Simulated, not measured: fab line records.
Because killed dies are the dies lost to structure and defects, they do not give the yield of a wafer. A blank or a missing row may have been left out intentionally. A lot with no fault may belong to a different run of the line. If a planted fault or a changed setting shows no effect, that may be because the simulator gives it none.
fab line records :: flow n5_finfet :: part 2 of 2: steps 21 to 29 of 29
record
  lots=5
  wafers=15
  last_day=16
route steps=1938 shown BEOL_M0@720
lots untouched by any fault: they come from a run of this same line in which no faults occurred
start_h: the number of hours between the record's first day and the start of the first shown wafer of the lot :: wait_h: hours since the lot's step before :: " the same as in the row above :: L1.1+2: a row that stands for several wafers :: - no value, or no start was given :: * or withheld: withheld :: < > ~ a bound
route shown NAME@n: names a module that has steps shown in the file, with the first one's number in the route :: usual: the fault-free wafers' mean and standard deviation :: same: alike in all rows :: chamber/n: place in a boat :: sites: readings site by site :: _std_site: standard deviation of those values :: _edge_site: the outer-site mean with the inner-site mean subtracted :: radius_mm: how far each site lies from the wafer's centre :: mask NAME#n: copy n :: behind: the most recent tool/chamber to have shaped the wafer :: hold: cause of the lot's hold/its duration in hours/its outcome :: device: the n, p or np transistor that did not switch :: end of line: at the end of the route, the tests of the same wafers :: a step given without rows: its recipe and nothing more :: killed: at the first sort, the dies lost to defects and structure; wafer yield is something else :: map: shows each die of a wafer: x if killed, . if not, _ if none is there
set.NAME: the setting the step ran with; set.NAME@STEP: the setting that earlier step ran with :: model.NAME: the simulator's own value behind a step, which no gauge read
lots at some steps of the route; a table a step, a row a wafer
services: a tool's chamber out of use, with start hour (start_h, from the record's first day; less than 0 if before it), hours out, and reason
## steps
# step N5_BEOL_M0_SPUTTER_141
# recipe
  material=Cu
  target_thk_a=40
  temp_c=-20
  chamber_pressure_pa=0.07
  power_w=withheld
  time_s=7.37
# usual
  throttle_valve_pct=29.9/0.77
lot.wafer: L079.1
tool: pvd_sputter-01
chamber: -
start_h: 151.05
wait_h: 0.0
throttle_valve_pct: 29.4

lot.wafer: L079.2
tool: pvd_sputter-01
chamber: -
start_h: 151.05
wait_h: 0.0
throttle_valve_pct: 30.1

lot.wafer: L079.5
tool: pvd_sputter-01
chamber: -
start_h: 151.05
wait_h: 0.0
throttle_valve_pct: 30.4

lot.wafer: L084.1
tool: pvd_sputter-02
chamber: -
start_h: 180.52
wait_h: 0.0
throttle_valve_pct: 28.6

lot.wafer: L084.3
tool: pvd_sputter-02
chamber: -
start_h: 180.52
wait_h: 0.0
throttle_valve_pct: 30.0

lot.wafer: L084.6
tool: pvd_sputter-02
chamber: -
start_h: 180.52
wait_h: 0.0
throttle_valve_pct: 29.5

lot.wafer: L086.1
tool: pvd_sputter-02
chamber: -
start_h: 195.60
wait_h: 0.0
throttle_valve_pct: 31.2

lot.wafer: L086.4
tool: pvd_sputter-02
chamber: -
start_h: 195.60
wait_h: 0.0
throttle_valve_pct: 30.2

lot.wafer: L086.5
tool: pvd_sputter-02
chamber: -
start_h: 195.60
wait_h: 0.0
throttle_valve_pct: 29.5

lot.wafer: L087.2
tool: pvd_sputter-03
chamber: -
start_h: 197.00
wait_h: 0.0
throttle_valve_pct: 29.9

lot.wafer: L087.4
tool: pvd_sputter-03
chamber: -
start_h: 197.00
wait_h: 0.0
throttle_valve_pct: 28.8

lot.wafer: L087.5
tool: pvd_sputter-03
chamber: -
start_h: 197.00
wait_h: 0.0
throttle_valve_pct: 28.8

lot.wafer: L093.2
tool: pvd_sputter-03
chamber: -
start_h: 232.58
wait_h: 0.0
throttle_valve_pct: 29.7

lot.wafer: L093.5
tool: pvd_sputter-03
chamber: -
start_h: 232.58
wait_h: 0.0
throttle_valve_pct: 29.3

lot.wafer: L093.6
tool: pvd_sputter-03
chamber: -
start_h: 232.58
wait_h: 0.0
throttle_valve_pct: 29.4
# step N5_BEOL_M0_ECD_118
# recipe
  material=Cu
  target_thk_a=3000
lot.wafer: L079.1+2+5
tool: ecd_cu-01
chamber: 1,0,0
start_h: 151.17
wait_h: 0.1

lot.wafer: L084.1+3+6
tool: ecd_cu-02
chamber: 1,1,0
start_h: 180.63
wait_h: 0.1

lot.wafer: L086.1+4+5
tool: ecd_cu-02
chamber: 1,0,1
start_h: 195.73
wait_h: 0.1

lot.wafer: L087.2+4+5
tool: ecd_cu-02
chamber: 0,1,0
start_h: 197.12
wait_h: 0.1

lot.wafer: L093.2+5+6
tool: ecd_cu-02
chamber: 0,1,0
start_h: 232.69
wait_h: 0.1
# step N5_BEOL_M0_ANNEAL_119
# recipe
  temp_c=225
  time_s=90
  ambient=N2
# usual
  wafer_temp_C_max=225.70/0.2
lot.wafer: L079.1
tool: rtp_anneal-02
chamber: 0
start_h: 152.62
wait_h: 1.4
wafer_temp_C_max: 226.12

lot.wafer: L079.2
tool: rtp_anneal-02
chamber: 0
start_h: 152.62
wait_h: 1.4
wafer_temp_C_max: 226.36

lot.wafer: L079.5
tool: rtp_anneal-02
chamber: 0
start_h: 152.62
wait_h: 1.4
wafer_temp_C_max: 225.64

lot.wafer: L084.1
tool: rtp_anneal-02
chamber: 0
start_h: 185.29
wait_h: 4.6
wafer_temp_C_max: 225.45

lot.wafer: L084.3
tool: rtp_anneal-02
chamber: 0
start_h: 185.29
wait_h: 4.6
wafer_temp_C_max: 225.70

lot.wafer: L084.6
tool: rtp_anneal-02
chamber: 0
start_h: 185.29
wait_h: 4.6
wafer_temp_C_max: 225.75

lot.wafer: L086.1
tool: rtp_anneal-02
chamber: 0
start_h: 199.09
wait_h: 3.3
wafer_temp_C_max: 225.40

lot.wafer: L086.4
tool: rtp_anneal-02
chamber: 0
start_h: 199.09
wait_h: 3.3
wafer_temp_C_max: 225.46

lot.wafer: L086.5
tool: rtp_anneal-02
chamber: 0
start_h: 199.09
wait_h: 3.3
wafer_temp_C_max: 225.62

lot.wafer: L087.2
tool: rtp_anneal-02
chamber: 0
start_h: 200.58
wait_h: 3.4
wafer_temp_C_max: 225.95

lot.wafer: L087.4
tool: rtp_anneal-02
chamber: 0
start_h: 200.58
wait_h: 3.4
wafer_temp_C_max: 225.63

lot.wafer: L087.5
tool: rtp_anneal-02
chamber: 0
start_h: 200.58
wait_h: 3.4
wafer_temp_C_max: 225.32

lot.wafer: L093.2
tool: rtp_anneal-02
chamber: 0
start_h: 235.68
wait_h: 3.0
wafer_temp_C_max: 225.74

lot.wafer: L093.5
tool: rtp_anneal-02
chamber: 0
start_h: 235.68
wait_h: 3.0
wafer_temp_C_max: 225.54

lot.wafer: L093.6
tool: rtp_anneal-02
chamber: 0
start_h: 235.68
wait_h: 3.0
wafer_temp_C_max: 225.44
# step N5_BEOL_M0_CMP_120
# recipe
  stop_on=SiOC
  t_overpolish_s=6.9
  down_force_psi=1
  platen_rpm=50
  clearing_platen_down_force_psi=1.5
  clearing_platen_rpm=50
  post_cmp_clean=cu_alkaline
  clearing_platen_pad_velocity_m_s=0.99484
  pad_velocity_m_s=0.99484
# usual
  barrier_field_endpoint_s=3.64/0.13
  head_pressure_psi=1.0000/0.0024
  motor_current_A=6.0/0.78
  overpolish_run_s=6.900/0.0089
  time_to_endpoint_s=63/3
lot.wafer: L079.2
tool: cmp-04
chamber: 0
start_h: 152.92
wait_h: 0.2
barrier_field_endpoint_s: 3.70
head_pressure_psi: 0.9976
motor_current_A: 7.5
overpolish_run_s: 6.905
time_to_endpoint_s: 61

lot.wafer: L079.1
tool: cmp-04
chamber: 2
start_h: 152.92
wait_h: 0.2
barrier_field_endpoint_s: 3.68
head_pressure_psi: 0.9995
motor_current_A: 5.9
overpolish_run_s: 6.894
time_to_endpoint_s: 60

lot.wafer: L079.5
tool: cmp-04
chamber: 0
start_h: 152.92
wait_h: 0.2
barrier_field_endpoint_s: 3.70
head_pressure_psi: 0.9930
motor_current_A: 7.4
overpolish_run_s: 6.916
time_to_endpoint_s: 60

lot.wafer: L084.1
tool: cmp-03
chamber: 0
start_h: 185.61
wait_h: 0.3
barrier_field_endpoint_s: 3.68
head_pressure_psi: 0.9992
motor_current_A: 6.4
overpolish_run_s: 6.888
time_to_endpoint_s: 61

lot.wafer: L084.3
tool: cmp-03
chamber: 2
start_h: 185.61
wait_h: 0.3
barrier_field_endpoint_s: 3.75
head_pressure_psi: 0.9980
motor_current_A: 5.8
overpolish_run_s: 6.903
time_to_endpoint_s: 60

lot.wafer: L084.6
tool: cmp-03
chamber: 1
start_h: 185.61
wait_h: 0.3
barrier_field_endpoint_s: 3.65
head_pressure_psi: 1.0047
motor_current_A: 5.6
overpolish_run_s: 6.906
time_to_endpoint_s: 63

lot.wafer: L086.4
tool: cmp-03
chamber: 1
start_h: 199.41
wait_h: 0.1
barrier_field_endpoint_s: 3.55
head_pressure_psi: 1.0017
motor_current_A: 5.5
overpolish_run_s: 6.901
time_to_endpoint_s: 63

lot.wafer: L086.1
tool: cmp-03
chamber: 3
start_h: 199.41
wait_h: 0.1
barrier_field_endpoint_s: 3.54
head_pressure_psi: 1.0039
motor_current_A: 7.1
overpolish_run_s: 6.892
time_to_endpoint_s: 58

lot.wafer: L086.5
tool: cmp-03
chamber: 2
start_h: 199.41
wait_h: 0.1
barrier_field_endpoint_s: 3.53
head_pressure_psi: 1.0047
motor_current_A: 5.8
overpolish_run_s: 6.903
time_to_endpoint_s: 61

lot.wafer: L087.2
tool: cmp-02
chamber: 1
start_h: 200.91
wait_h: 0.3
barrier_field_endpoint_s: 3.93
head_pressure_psi: 0.9988
motor_current_A: 5.1
overpolish_run_s: 6.899
time_to_endpoint_s: 71

lot.wafer: L087.4
tool: cmp-02
chamber: 2
start_h: 200.91
wait_h: 0.3
barrier_field_endpoint_s: 3.88
head_pressure_psi: 1.0001
motor_current_A: 5.7
overpolish_run_s: 6.894
time_to_endpoint_s: 66

lot.wafer: L087.5
tool: cmp-02
chamber: 0
start_h: 200.91
wait_h: 0.3
barrier_field_endpoint_s: 3.85
head_pressure_psi: 1.0035
motor_current_A: 7.1
overpolish_run_s: 6.884
time_to_endpoint_s: 67

lot.wafer: L093.2
tool: cmp-04
chamber: 3
start_h: 235.99
wait_h: 0.3
barrier_field_endpoint_s: 3.55
head_pressure_psi: 0.9937
motor_current_A: 5.1
overpolish_run_s: 6.904
time_to_endpoint_s: 64

lot.wafer: L093.5
tool: cmp-04
chamber: 3
start_h: 235.99
wait_h: 0.3
barrier_field_endpoint_s: 3.61
head_pressure_psi: 0.9972
motor_current_A: 5.2
overpolish_run_s: 6.914
time_to_endpoint_s: 64

lot.wafer: L093.6
tool: cmp-04
chamber: 0
start_h: 235.99
wait_h: 0.3
barrier_field_endpoint_s: 3.80
head_pressure_psi: 1.0008
motor_current_A: 7.4
overpolish_run_s: 6.898
time_to_endpoint_s: 67
# step N5_BEOL_M0_PRE_CLEAN_131
# recipe
  gas=NH3/H2
  time_s=15
  temp_c=*
  rf_power_w=300
# usual
  heater_power_outer_w=21/7.8
  heater_power_w=88/21
lot.wafer: L079.1
tool: cvd_co-02
chamber: 0
start_h: 153.25
wait_h: 0.0
heater_power_outer_w: 33
heater_power_w: 115

lot.wafer: L079.2
tool: cvd_co-02
chamber: 1
start_h: 153.25
wait_h: 0.0
heater_power_outer_w: 27
heater_power_w: 116

lot.wafer: L079.5
tool: cvd_co-02
chamber: 2
start_h: 153.25
wait_h: 0.0
heater_power_outer_w: 14
heater_power_w: 74

lot.wafer: L084.1
tool: cvd_co-01
chamber: 1
start_h: 185.94
wait_h: 0.0
heater_power_outer_w: 20
heater_power_w: 76

lot.wafer: L084.3
tool: cvd_co-01
chamber: 0
start_h: 185.94
wait_h: 0.0
heater_power_outer_w: 20
heater_power_w: 78

lot.wafer: L084.6
tool: cvd_co-01
chamber: 0
start_h: 185.94
wait_h: 0.0
heater_power_outer_w: 20
heater_power_w: 80

lot.wafer: L086.1
tool: cvd_co-02
chamber: 1
start_h: 199.74
wait_h: 0.0
heater_power_outer_w: 27
heater_power_w: 113

lot.wafer: L086.4
tool: cvd_co-02
chamber: 2
start_h: 199.74
wait_h: 0.0
heater_power_outer_w: 15
heater_power_w: 75

lot.wafer: L086.5
tool: cvd_co-02
chamber: 1
start_h: 199.74
wait_h: 0.0
heater_power_outer_w: 28
heater_power_w: 109

lot.wafer: L087.2
tool: cvd_co-02
chamber: 1
start_h: 201.16
wait_h: 0.0
heater_power_outer_w: 27
heater_power_w: 118

lot.wafer: L087.4
tool: cvd_co-02
chamber: 2
start_h: 201.16
wait_h: 0.0
heater_power_outer_w: 15
heater_power_w: 75

lot.wafer: L087.5
tool: cvd_co-02
chamber: 1
start_h: 201.16
wait_h: 0.0
heater_power_outer_w: 27
heater_power_w: 116

lot.wafer: L093.2
tool: cvd_co-01
chamber: 1
start_h: 236.32
wait_h: 0.0
heater_power_outer_w: 20
heater_power_w: 77

lot.wafer: L093.5
tool: cvd_co-01
chamber: 0
start_h: 236.32
wait_h: 0.0
heater_power_outer_w: 21
heater_power_w: 80

lot.wafer: L093.6
tool: cvd_co-01
chamber: 2
start_h: 236.32
wait_h: 0.0
heater_power_outer_w: 11
heater_power_w: 63
# step N5_BEOL_M0_CO_CAP_123
# recipe
  material=Co
  target_thk_a=20
  temp_c=200
  precursor=CCTBA/H2
  pressure_torr=30
  time_s=102.1
# usual
  heater_power_outer_w=124/9.8
  heater_power_w=241/27
lot.wafer: L079.1
tool: cvd_co-02
chamber: 0
start_h: 153.29
wait_h: 0.0
heater_power_outer_w: 139
heater_power_w: 277

lot.wafer: L079.2
tool: cvd_co-02
chamber: 1
start_h: 153.29
wait_h: 0.0
heater_power_outer_w: 129
heater_power_w: 272

lot.wafer: L079.5
tool: cvd_co-02
chamber: 2
start_h: 153.29
wait_h: 0.0
heater_power_outer_w: 114
heater_power_w: 224

lot.wafer: L084.1
tool: cvd_co-01
chamber: 1
start_h: 185.98
wait_h: 0.0
heater_power_outer_w: 119
heater_power_w: 227

lot.wafer: L084.3
tool: cvd_co-01
chamber: 0
start_h: 185.98
wait_h: 0.0
heater_power_outer_w: 122
heater_power_w: 233

lot.wafer: L084.6
tool: cvd_co-01
chamber: 0
start_h: 185.98
wait_h: 0.0
heater_power_outer_w: 127
heater_power_w: 231

lot.wafer: L086.1
tool: cvd_co-02
chamber: 1
start_h: 199.78
wait_h: 0.0
heater_power_outer_w: 133
heater_power_w: 276

lot.wafer: L086.4
tool: cvd_co-02
chamber: 2
start_h: 199.78
wait_h: 0.0
heater_power_outer_w: 117
heater_power_w: 227

lot.wafer: L086.5
tool: cvd_co-02
chamber: 1
start_h: 199.78
wait_h: 0.0
heater_power_outer_w: 131
heater_power_w: 273

lot.wafer: L087.2
tool: cvd_co-02
chamber: 1
start_h: 201.20
wait_h: 0.0
heater_power_outer_w: 132
heater_power_w: 275

lot.wafer: L087.4
tool: cvd_co-02
chamber: 2
start_h: 201.20
wait_h: 0.0
heater_power_outer_w: 116
heater_power_w: 224

lot.wafer: L087.5
tool: cvd_co-02
chamber: 1
start_h: 201.20
wait_h: 0.0
heater_power_outer_w: 130
heater_power_w: 278

lot.wafer: L093.2
tool: cvd_co-01
chamber: 1
start_h: 236.36
wait_h: 0.0
heater_power_outer_w: 127
heater_power_w: 223

lot.wafer: L093.5
tool: cvd_co-01
chamber: 0
start_h: 236.36
wait_h: 0.0
heater_power_outer_w: 125
heater_power_w: 232

lot.wafer: L093.6
tool: cvd_co-01
chamber: 2
start_h: 236.36
wait_h: 0.0
heater_power_outer_w: 112
heater_power_w: 204
# step N5_BEOL_M0_PRE_CLEAN_124
# recipe
  gas=NH3
  time_s=15
  temp_c=withheld
  rf_power_w=300
lot.wafer: L079.1+2+5
tool: pecvd-02
chamber: 0,1,2
start_h: 153.38
wait_h: 0.1

lot.wafer: L084.1+3+6
tool: pecvd-01
chamber: 0,2,0
start_h: 186.07
wait_h: 0.1

lot.wafer: L086.1+4+5
tool: pecvd-01
chamber: 1,1,0
start_h: 199.87
wait_h: 0.1

lot.wafer: L087.2+4+5
tool: pecvd-01
chamber: 2,2,0
start_h: 201.29
wait_h: 0.1

lot.wafer: L093.2+5+6
tool: pecvd-04
chamber: 1,1,2
start_h: 236.45
wait_h: 0.1
# step N5_BEOL_M0_DEP_125
# recipe
  material=SiCN
  target_thk_a=80
  temp_c=withheld
  precursor=3MS/NH3
  pressure_torr=3
  rf_w=202
  time_s=14
# usual
  showerhead_plenum_p_Torr=3.660/0.016
  throttle_valve_pct=8.7/0.51
lot.wafer: L079.1
tool: pecvd-02
chamber: 0
start_h: 153.41
wait_h: 0.0
showerhead_plenum_p_Torr: 3.646
throttle_valve_pct: 8.5

lot.wafer: L079.2
tool: pecvd-02
chamber: 1
start_h: 153.41
wait_h: 0.0
showerhead_plenum_p_Torr: 3.650
throttle_valve_pct: 8.5

lot.wafer: L079.5
tool: pecvd-02
chamber: 2
start_h: 153.41
wait_h: 0.0
showerhead_plenum_p_Torr: 3.663
throttle_valve_pct: 8.3

lot.wafer: L084.1
tool: pecvd-01
chamber: 0
start_h: 186.09
wait_h: 0.0
showerhead_plenum_p_Torr: 3.673
throttle_valve_pct: 10.2

lot.wafer: L084.3
tool: pecvd-01
chamber: 2
start_h: 186.09
wait_h: 0.0
showerhead_plenum_p_Torr: 3.678
throttle_valve_pct: 8.6

lot.wafer: L084.6
tool: pecvd-01
chamber: 0
start_h: 186.09
wait_h: 0.0
showerhead_plenum_p_Torr: 3.680
throttle_valve_pct: 9.9

lot.wafer: L086.1
tool: pecvd-01
chamber: 1
start_h: 199.89
wait_h: 0.0
showerhead_plenum_p_Torr: 3.651
throttle_valve_pct: 8.6

lot.wafer: L086.4
tool: pecvd-01
chamber: 1
start_h: 199.89
wait_h: 0.0
showerhead_plenum_p_Torr: 3.663
throttle_valve_pct: 8.6

lot.wafer: L086.5
tool: pecvd-01
chamber: 0
start_h: 199.89
wait_h: 0.0
showerhead_plenum_p_Torr: 3.679
throttle_valve_pct: 9.7

lot.wafer: L087.2
tool: pecvd-01
chamber: 2
start_h: 201.32
wait_h: 0.0
showerhead_plenum_p_Torr: 3.672
throttle_valve_pct: 8.9

lot.wafer: L087.4
tool: pecvd-01
chamber: 2
start_h: 201.32
wait_h: 0.0
showerhead_plenum_p_Torr: 3.687
throttle_valve_pct: 8.6

lot.wafer: L087.5
tool: pecvd-01
chamber: 0
start_h: 201.32
wait_h: 0.0
showerhead_plenum_p_Torr: 3.674
throttle_valve_pct: 9.5

lot.wafer: L093.2
tool: pecvd-04
chamber: 1
start_h: 236.48
wait_h: 0.0
showerhead_plenum_p_Torr: 3.642
throttle_valve_pct: 9.0

lot.wafer: L093.5
tool: pecvd-04
chamber: 1
start_h: 236.48
wait_h: 0.0
showerhead_plenum_p_Torr: 3.648
throttle_valve_pct: 9.2

lot.wafer: L093.6
tool: pecvd-04
chamber: 2
start_h: 236.48
wait_h: 0.0
showerhead_plenum_p_Torr: 3.679
throttle_valve_pct: 7.9
# step N5_BEOL_M0_RS_MEAS_126
# recipe
  thk_meas_gauge=four-point-probe
  reads=Co_of_BEOL_M0_CO_CAP_123+Cu_of_BEOL_M0_ECD_118+Co_of_BEOL_M0_CVD_115+TaN_of_BEOL_M0_ALD_136
# usual
  M0_RS=0.531/0.018
lot.wafer: L079.1
tool: film_metro-02
chamber: -
start_h: 153.48
wait_h: 0.0
M0_RS[ohm/sq]: 0.546

lot.wafer: L079.2
tool: film_metro-02
chamber: -
start_h: 153.48
wait_h: 0.0
M0_RS[ohm/sq]: 0.550

lot.wafer: L079.5
tool: film_metro-02
chamber: -
start_h: 153.48
wait_h: 0.0
M0_RS[ohm/sq]: 0.549

lot.wafer: L084.1
tool: film_metro-02
chamber: -
start_h: 186.16
wait_h: 0.0
M0_RS[ohm/sq]: 0.544

lot.wafer: L084.3
tool: film_metro-02
chamber: -
start_h: 186.16
wait_h: 0.0
M0_RS[ohm/sq]: 0.554

lot.wafer: L084.6
tool: film_metro-02
chamber: -
start_h: 186.16
wait_h: 0.0
M0_RS[ohm/sq]: 0.523

lot.wafer: L086.1
tool: film_metro-02
chamber: -
start_h: 199.96
wait_h: 0.0
M0_RS[ohm/sq]: 0.528

lot.wafer: L086.4
tool: film_metro-02
chamber: -
start_h: 199.96
wait_h: 0.0
M0_RS[ohm/sq]: 0.519

lot.wafer: L086.5
tool: film_metro-02
chamber: -
start_h: 199.96
wait_h: 0.0
M0_RS[ohm/sq]: 0.505

lot.wafer: L087.2
tool: film_metro-01
chamber: -
start_h: 201.39
wait_h: 0.1
M0_RS[ohm/sq]: 0.508

lot.wafer: L087.4
tool: film_metro-01
chamber: -
start_h: 201.39
wait_h: 0.1
M0_RS[ohm/sq]: 0.513

lot.wafer: L087.5
tool: film_metro-01
chamber: -
start_h: 201.39
wait_h: 0.1
M0_RS[ohm/sq]: 0.510

lot.wafer: L093.2
tool: film_metro-01
chamber: -
start_h: 236.55
wait_h: 0.1
M0_RS[ohm/sq]: 0.540

lot.wafer: L093.5
tool: film_metro-01
chamber: -
start_h: 236.55
wait_h: 0.1
M0_RS[ohm/sq]: 0.536

lot.wafer: L093.6
tool: film_metro-01
chamber: -
start_h: 236.55
wait_h: 0.1
M0_RS[ohm/sq]: 0.530
## services
tool: cmp-04
chamber: -
start_h: 134.00
hours: 4.0
kind: pm

tool: pecvd-01
chamber: 1
start_h: 148.27
hours: 5.6
kind: repair

tool: rie_diel-06
chamber: 0
start_h: 149.96
hours: 9.6
kind: repair

tool: cvd_co-01
chamber: -
start_h: 153.72
hours: 6.9
kind: pm

tool: cmp-03
chamber: -
start_h: 158.01
hours: 2.5
kind: repair

tool: cmp-02
chamber: -
start_h: 163.29
hours: 4.1
kind: repair

tool: cvd_co-02
chamber: -
start_h: 168.66
hours: 0.6
kind: repair

tool: cmp-03
chamber: -
start_h: 175.35
hours: 4.0
kind: pm

tool: pecvd-04
chamber: -
start_h: 177.19
hours: 2.8
kind: pm

tool: rie_diel-06
chamber: -
start_h: 186.01
hours: 2.8
kind: pm

tool: cvd_co-01
chamber: 2
start_h: 189.17
hours: 15.3
kind: repair

tool: rie_diel-06
chamber: 2
start_h: 193.07
hours: 5.0
kind: repair

tool: pecvd-04
chamber: -
start_h: 194.54
hours: 2.1
kind: repair

tool: cmp-02
chamber: -
start_h: 198.41
hours: 1.0
kind: repair

tool: cmp-04
chamber: -
start_h: 203.01
hours: 6.4
kind: repair

tool: cvd_co-01
chamber: 1
start_h: 205.77
hours: 4.3
kind: repair

tool: cvd_co-01
chamber: 0
start_h: 208.60
hours: 9.6
kind: repair

tool: ald_metal-02
chamber: -
start_h: 211.10
hours: 0.3
kind: repair

tool: rie_diel-06
chamber: 3
start_h: 217.63
hours: -
kind: clean

tool: rie_diel-06
chamber: 3
start_h: 217.63
hours: -
kind: consumable_replace:focus_ring

tool: ald_metal-02
chamber: 3
start_h: 220.56
hours: 8.6
kind: repair

tool: pecvd-01
chamber: -
start_h: 224.56
hours: 28.1
kind: pm

tool: cvd_co-02
chamber: -
start_h: 227.63
hours: 6.0
kind: pm

tool: ald_metal-01
chamber: -
start_h: 230.84
hours: 8.7
kind: pm
